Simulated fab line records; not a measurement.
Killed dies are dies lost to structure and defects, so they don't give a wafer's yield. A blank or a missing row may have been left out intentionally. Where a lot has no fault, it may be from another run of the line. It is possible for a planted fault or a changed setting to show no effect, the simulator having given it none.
What tool caused it? ; flow n5Finfet ; 24 lots with 72 wafers sampled at 6 steps, on a route of 1938 steps

## WHAT EACH GAUGE READ, for each wafer
N5_BEOL_M2_OCD_MEAS_38. Usual: trenchDepthNm at 55.1 nm, with a standard deviation of 1.2.
lot;measured;on;trenchDepthNm (nm);flag
L074;day 6 16:34;ocd-01;54.6 55.6 55.5;
L075;day 7 12:55;ocd-02;56.5 54.7 57.1;
L076;day 7 18:17;ocd-01;55.4 53.7 56.1;
L077;day 7 23:56;ocd-02;54.2 52.4 55.9;
L078;day 8 04:37;ocd-02;55.2 54.3 54.3;
L080;day 8 12:39;ocd-01;55.1 55.2 55.2;
L079;day 8 12:41;ocd-02;54.2 55.7 55.5;
L081;day 9 02:47;ocd-02;53.5 52.7 54.5;
L082;day 8 18:04;ocd-01;55.1 54.4 56.2;
L083;day 9 07:07;ocd-01;54.9 54.3 56.3;
L084;day 9 23:36;ocd-02;56.7 56.1 55.1;
L085;day 10 02:32;ocd-02;55.3 53.4 53.0;
L086;day 10 18:47;ocd-02;58.1 54.8 55.1;
L087;day 10 13:02;ocd-01;57.2 57.2 57.1;
L089;day 10 18:56;ocd-02;53.3 54.7 53.0;
L088;day 11 00:16;ocd-02;53.7 53.7 54.1;
L090;day 10 18:49;ocd-01;55.8 53.5 55.6;
L091;day 11 09:10;ocd-01;55.0 55.5 56.4;
L092;day 11 12:44;ocd-02;55.1 54.7 54.7;
L093;day 11 12:52;ocd-01;55.2 57.8 56.1;
L096;day 12 12:15;ocd-02;55.9 57.1 55.9;
L094;day 12 12:39;ocd-02;54.7 55.1 54.6;
L095;day 12 12:44;ocd-02;57.5 55.8 55.3;
L097;day 12 19:11;ocd-02;55.1 54.8 53.5;

N5_BEOL_M2_INSPECT_59: inspects for defects (darkfield). Usual: rawDefectCount at 70, with a standard deviation of 23.
lot;measured;on;rawDefectCount;flag
L074;day 6 21:06;defectInspect-01;41 54 50;
L075;day 7 17:20;defectInspect-01;41 64 47;
L076;day 8 00:25;defectInspect-01;89 39 43;
L077;day 8 05:59;defectInspect-02;73 94 43;
L078;day 8 08:42;defectInspect-02;85 119 94;
L080;day 8 17:55;defectInspect-02;78 26 53;
L079;day 8 16:47;defectInspect-01;57 89 82;
L081;day 9 06:31;defectInspect-01;87 47 75;
L082;day 8 23:16;defectInspect-01;80 53 50;
L083;day 9 11:25;defectInspect-02;86 56 77;
L084;day 10 03:30;defectInspect-02;103 55 97;
L085;day 10 09:02;defectInspect-01;70 67 59;
L086;day 10 23:04;defectInspect-02;72 140 127;
L087;day 10 19:07;defectInspect-02;56 68 75;
L089;day 11 01:31;defectInspect-02;40 68 83;
L088;day 11 04:23;defectInspect-02;68 72 55;
L090;day 10 23:13;defectInspect-02;49 58 65;
L091;day 11 13:15;defectInspect-02;79 77 52;
L092;day 11 17:02;defectInspect-02;60 64 63;
L093;day 11 17:08;defectInspect-01;33 50 63;
L096;day 12 16:13;defectInspect-01;78 67 79;
L094;day 12 16:28;defectInspect-01;69 46 95;
L095;day 12 19:06;defectInspect-02;69 110 94;
L097;day 13 00:43;defectInspect-02;54 49 62;

## WHAT TOOL EACH LOT RAN ON (gives the tool, then ch and the chambers of the sampled wafers, and finally the start)
lot;N5_BEOL_M2_HM_OPEN_17;N5_BEOL_M2_ALD_84;N5_BEOL_M2_ANNEAL_51;N5_BEOL_M2_CO_CAP_55
L074;rieMetal-03 ch 0,1, day 6 13:22;aldMetal-02 ch 0,1, day 6 16:56;rtpAnneal-02 ch 0, day 6 19:26;cvdCo-02 ch 0,1, day 6 20:52
L075;rieMetal-03 ch 0, day 7 03:10;aldMetal-03 ch 0,2, day 7 13:40;rtpAnneal-01 ch 0, day 7 16:25;cvdCo-01 ch 0,1,2, day 7 17:05
L076;rieMetal-01 ch 0,1, day 7 10:34;aldMetal-02 ch 0,3, day 7 19:10;rtpAnneal-02 ch 0, day 7 23:31;cvdCo-01 ch 0,2, day 8 00:11
L077;rieMetal-02 ch 0,1, day 7 17:22;aldMetal-01 ch 0,1, day 8 00:34;rtpAnneal-02 ch 0, day 8 04:55;cvdCo-01 ch 0,1,2, day 8 05:47
L078;rieMetal-01 ch 0,1, day 7 17:52;aldMetal-01 ch 0,1,2, day 8 05:09;rtpAnneal-01 ch 0, day 8 07:52;cvdCo-01 ch 0,1,2, day 8 08:29
L080;rieMetal-01 ch 0,1, day 8 01:13;aldMetal-01 ch 1,2, day 8 13:15;rtpAnneal-02 ch 0, day 8 17:11;cvdCo-01 ch 0,1,2, day 8 17:45
L079;rieMetal-02 ch 1, day 8 08:40;aldMetal-03 ch 0,1,3, day 8 13:27;rtpAnneal-01 ch 0, day 8 15:54;cvdCo-01 ch 1,2, day 8 16:34
L081;rieMetal-03 ch 0,1, day 8 13:34;aldMetal-01 ch 0,2,3, day 9 03:11;rtpAnneal-02 ch 0, day 9 05:43;cvdCo-02 ch 0,1,2, day 9 06:18
L082;rieMetal-03 ch 0, day 8 13:41;aldMetal-03 ch 1,2,3, day 8 19:50;rtpAnneal-02 ch 0, day 8 22:25;cvdCo-01 ch 0,1,2, day 8 23:02
L083;rieMetal-02 ch 1, day 9 03:32;aldMetal-02 ch 1,3, day 9 08:02;rtpAnneal-01 ch 0, day 9 10:32;cvdCo-01 ch 0,1, day 9 11:13
L084;rieMetal-02 ch 0,1, day 9 18:14;aldMetal-01 ch 0,1,2, day 10 00:10;rtpAnneal-02 ch 0, day 10 02:37;cvdCo-01 ch 0,1,2, day 10 03:17
L085;rieMetal-03 ch 1, day 9 20:34;aldMetal-01 ch 1,2,3, day 10 02:52;rtpAnneal-02 ch 0, day 10 07:02;cvdCo-02 ch 0,1,2, day 10 08:48
L086;rieMetal-03 ch 1, day 9 21:05;aldMetal-02 ch 0,2,3, day 10 19:21;rtpAnneal-02 ch 0, day 10 22:14;cvdCo-01 ch 0,2, day 10 22:52
L087;rieMetal-01 ch 0,1, day 9 23:28;aldMetal-01 ch 0,2, day 10 13:44;rtpAnneal-02 ch 0, day 10 17:57;cvdCo-02 ch 1,2, day 10 18:54
L089;rieMetal-02 ch 0,1, day 10 07:29;aldMetal-03 ch 0,1, day 10 19:36;rtpAnneal-02 ch 0, day 11 00:37;cvdCo-01 ch 0,1,2, day 11 01:19
L088;rieMetal-01 ch 0,1, day 10 07:47;aldMetal-02 ch 0,1,2, day 11 00:41;rtpAnneal-02 ch 0, day 11 03:31;cvdCo-02 ch 1,2, day 11 04:10
L090;rieMetal-03 ch 1, day 10 13:59;aldMetal-01 ch 0,1,3, day 10 19:25;rtpAnneal-01 ch 0, day 10 22:21;cvdCo-02 ch 1,2, day 10 23:01
L091;rieMetal-03 ch 0,1, day 11 02:43;aldMetal-02 ch 0,1,2, day 11 09:51;rtpAnneal-02 ch 0, day 11 12:22;cvdCo-02 ch 1,2, day 11 13:02
L092;rieMetal-03 ch 0,1, day 11 10:07;aldMetal-03 ch 0,2,3, day 11 13:31;rtpAnneal-01 ch 0, day 11 16:09;cvdCo-01 ch 0,1,2, day 11 16:49
L093;rieMetal-03 ch 0,1, day 11 11:05;aldMetal-01 ch 0,1,2, day 11 13:33;rtpAnneal-02 ch 0, day 11 16:15;cvdCo-01 ch 1,2, day 11 16:56
L096;rieMetal-02 ch 0,1, day 12 02:33;aldMetal-03 ch 0,1, day 12 12:40;rtpAnneal-01 ch 0, day 12 15:25;cvdCo-02 ch 0,1, day 12 15:59
L094;rieMetal-03 ch 0,1, day 12 04:39;aldMetal-01 ch 0,2,3, day 12 13:05;rtpAnneal-02 ch 0, day 12 15:40;cvdCo-02 ch 0,2, day 12 16:14
L095;rieMetal-03 ch 0,1, day 12 04:43;aldMetal-02 ch 0,3, day 12 15:34;rtpAnneal-02 ch 0, day 12 18:14;cvdCo-02 ch 0,1, day 12 18:53
L097;rieMetal-03 ch 1, day 12 16:32;aldMetal-02 ch 1,2, day 12 21:04;rtpAnneal-01 ch 0, day 12 23:39;cvdCo-01 ch 1,2, day 13 00:30
- N5_BEOL_M2_HM_OPEN_17: chemistry Cl2/BCl3, target TiN, target depth 20 nm, overetch 6 nm.
- N5_BEOL_M2_ALD_84: deposits TaN, pulse time 2 s, purge time 3 s, co reactant purge time 2 s.
- N5_BEOL_M2_ANNEAL_51: time 90 s.
- N5_BEOL_M2_CO_CAP_55: material Co, precursor CCTBA/H2, target thk 2 nm, time 102.1 s.

## WHAT THE TOOLS THEMSELVES READ (means of the sampled wafers that have a number; where no wafer has one, the mark that the record gives instead)
N5_BEOL_M2_HM_OPEN_17. Usual: drypumpMotorCurrentA 5.7 A, standard deviation 0.51; heBacksideLeakSccm 3.38 sccm, standard deviation 0.25; oesProductAu 0.69 a.u., standard deviation 0.12; throttleValvePct 22.07 %, standard deviation 0.22.
lot;tool;drypumpMotorCurrentA (A);heBacksideLeakSccm (sccm);oesProductAu (a.u.);throttleValvePct (%);flag
L074;rieMetal-03;5.5;3.47;0.52;22.37;
L075;rieMetal-03;5.8;3.90;0.52;22.40;
L076;rieMetal-01;5.6;3.57;0.68;21.86;
L077;rieMetal-02;6.2;3.31;0.54;22.16;
L078;rieMetal-01;5.6;3.47;0.67;21.87;
L080;rieMetal-01;5.6;3.42;0.68;21.87;
L079;rieMetal-02;6.6;3.62;0.58;21.90;
L081;rieMetal-03;5.7;3.46;0.51;22.40;
L082;rieMetal-03;5.8;3.76;0.51;22.42;
L083;rieMetal-02;6.6;3.53;0.57;21.91;
L084;rieMetal-02;6.2;3.19;0.72;22.06;
L085;rieMetal-03;5.4;3.15;0.83;21.89;
L086;rieMetal-03;5.4;3.10;0.81;21.91;
L087;rieMetal-01;5.2;3.44;0.72;21.90;
L089;rieMetal-02;6.4;3.55;0.64;21.99;
L088;rieMetal-01;5.6;3.52;0.66;21.89;
L090;rieMetal-03;5.4;3.11;0.80;21.91;
L091;rieMetal-03;5.7;3.37;0.81;22.27;
L092;rieMetal-03;5.7;3.22;0.81;22.24;
L093;rieMetal-03;5.5;3.28;0.80;22.09;
L096;rieMetal-02;6.4;3.49;0.63;22.00;
L094;rieMetal-03;5.5;3.22;0.79;22.08;
L095;rieMetal-03;5.7;3.52;0.79;22.24;
L097;rieMetal-03;5.4;3.13;0.77;21.92;

N5_BEOL_M2_ALD_84. Usual: heaterPowerW 431 W, standard deviation 42; precursorVesselCarrierSccm 1000 sccm, standard deviation 3.1; precursorVesselPressureTorr 26.25 Torr, standard deviation 0.06.
lot;tool;heaterPowerW (W);precursorVesselCarrierSccm (sccm);precursorVesselPressureTorr (Torr);flag
L074;aldMetal-02;485;996;26.26;
L075;aldMetal-03;363;1000;26.25;
L076;aldMetal-02;440;1002;26.23;
L077;aldMetal-01;417;998;26.22;
L078;aldMetal-01;424;1001;26.21;
L080;aldMetal-01;450;1000;26.29;
L079;aldMetal-03;392;999;26.27;
L081;aldMetal-01;426;1001;26.30;
L082;aldMetal-03;425;1001;26.25;
L083;aldMetal-02;455;999;26.27;
L084;aldMetal-01;427;1004;26.24;
L085;aldMetal-01;448;998;26.20;
L086;aldMetal-02;442;1001;26.27;
L087;aldMetal-01;441;999;26.27;
L089;aldMetal-03;395;1000;26.23;
L088;aldMetal-02;468;997;26.18;
L090;aldMetal-01;415;998;26.26;
L091;aldMetal-02;468;999;26.20;
L092;aldMetal-03;388;1001;26.29;
L093;aldMetal-01;431;1001;26.17;
L096;aldMetal-03;395;998;26.31;
L094;aldMetal-01;431;1000;26.22;
L095;aldMetal-02;460;999;26.25;
L097;aldMetal-02;464;1002;26.22;

N5_BEOL_M2_ANNEAL_51. Usual: wafer_temp_C_max at 225.8, with a standard deviation of 0.37.
lot;tool;wafer_temp_C_max;flag
L074;rtpAnneal-02;225.7;
L075;rtpAnneal-01;226.3;
L076;rtpAnneal-02;225.9;
L077;rtpAnneal-02;225.6;
L078;rtpAnneal-01;226.0;
L080;rtpAnneal-02;225.3;
L079;rtpAnneal-01;226.3;
L081;rtpAnneal-02;225.6;
L082;rtpAnneal-02;225.8;
L083;rtpAnneal-01;226.2;
L084;rtpAnneal-02;225.6;
L085;rtpAnneal-02;225.5;
L086;rtpAnneal-02;225.7;
L087;rtpAnneal-02;225.6;
L089;rtpAnneal-02;225.6;
L088;rtpAnneal-02;225.6;
L090;rtpAnneal-01;226.2;
L091;rtpAnneal-02;225.5;
L092;rtpAnneal-01;226.2;
L093;rtpAnneal-02;225.7;
L096;rtpAnneal-01;226.0;
L094;rtpAnneal-02;225.7;
L095;rtpAnneal-02;225.5;
L097;rtpAnneal-01;226.3;

N5_BEOL_M2_CO_CAP_55. Usual: heaterPowerW at 244 W, with a standard deviation of 37.
lot;tool;heaterPowerW (W);flag
L074;cvdCo-02;222;
L075;cvdCo-01;258;
L076;cvdCo-01;227;
L077;cvdCo-01;257;
L078;cvdCo-01;259;
L080;cvdCo-01;257;
L079;cvdCo-01;252;
L081;cvdCo-02;226;
L082;cvdCo-01;258;
L083;cvdCo-01;287;
L084;cvdCo-01;256;
L085;cvdCo-02;226;
L086;cvdCo-01;226;
L087;cvdCo-02;228;
L089;cvdCo-01;254;
L088;cvdCo-02;224;
L090;cvdCo-02;227;
L091;cvdCo-02;227;
L092;cvdCo-01;256;
L093;cvdCo-01;260;
L096;cvdCo-02;222;
L094;cvdCo-02;225;
L095;cvdCo-02;223;
L097;cvdCo-01;255;

## THE ANSWER, worked out from the rows above alone
Rule: take the mean of a lot's wafers that have a number; if it is more than 3 standard deviations from the usual mean, the lot is off. A lot without any number at a reading at which 4 lots or more have one is off too. All remaining lots with rows at the step are treated as sound. The gauges are gone through in route order, then the tools' own readings, and for those a lot's mean is taken as printed above. At the first step where some lot is off, the reading lying furthest off is the one used; lots without a number count as furthest.
No lot is off at any reading shown: from this, nothing can be told.

## WHAT WAS PUT IN BY THE SIMULATOR
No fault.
